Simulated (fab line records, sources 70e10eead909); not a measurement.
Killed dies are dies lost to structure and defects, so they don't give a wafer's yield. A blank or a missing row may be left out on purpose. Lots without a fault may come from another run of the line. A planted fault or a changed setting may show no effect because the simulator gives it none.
Chamber matching | flow nand_harc | NHARC_A_CHANNEL_FILL_D1_ALD_25 on ald_hk-02: 4 sister chambers
The step deposits SiOx, target thk 60 nm, pulse time 10 s, ald cycles 600. 4 wafers are shown with their chamber, then 8 later ones without.

WAFERS WITH THEIR CHAMBER
wafer  | chamber | heater_power_w (W)
L086.1 | 2       | 504
L086.3 | 0       | 411
L086.6 | 1       | 539
L088.4 | 3       | 540

WAFERS WITHOUT THEIR CHAMBER
wafer  | heater_power_w (W)
L088.1 | 504
L088.2 | 543
L090.3 | 556
L090.1 | 535
L090.6 | 539
L096.4 | 408
L096.2 | 513
L096.6 | 550

WHICH CHAMBER EACH WENT THROUGH
wafer  | from the rows above     | in truth
L088.1 | 2                       | 2
L088.2 | can't be placed: 3 or 1 | 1
L090.3 | can't be placed: 3 or 1 | 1
L090.1 | can't be placed: 1 or 3 | 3
L090.6 | can't be placed: 1 or 3 | 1
L096.4 | 0                       | 0
L096.2 | 2                       | 2
L096.6 | can't be placed: 3 or 1 | 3
Placed correctly: 3 of 8. Can't be placed from these rows: 5 (the true chamber is among the candidates in 5). Placed wrongly: 0.
How it was worked out, from the rows above alone: a wafer's distance from a chamber is the root of the sum, over the readings, of the square of ((its reading less the chamber's mean) divided by the reading's scatter). The wafer belongs to the nearest chamber; if the next one is less than 2 further off, it can't be placed. A chamber's mean is the mean of its shown wafers. The scatter: with one shown wafer a chamber, the root of the mean of the squares of how far each hidden wafer lies from its nearest shown one.
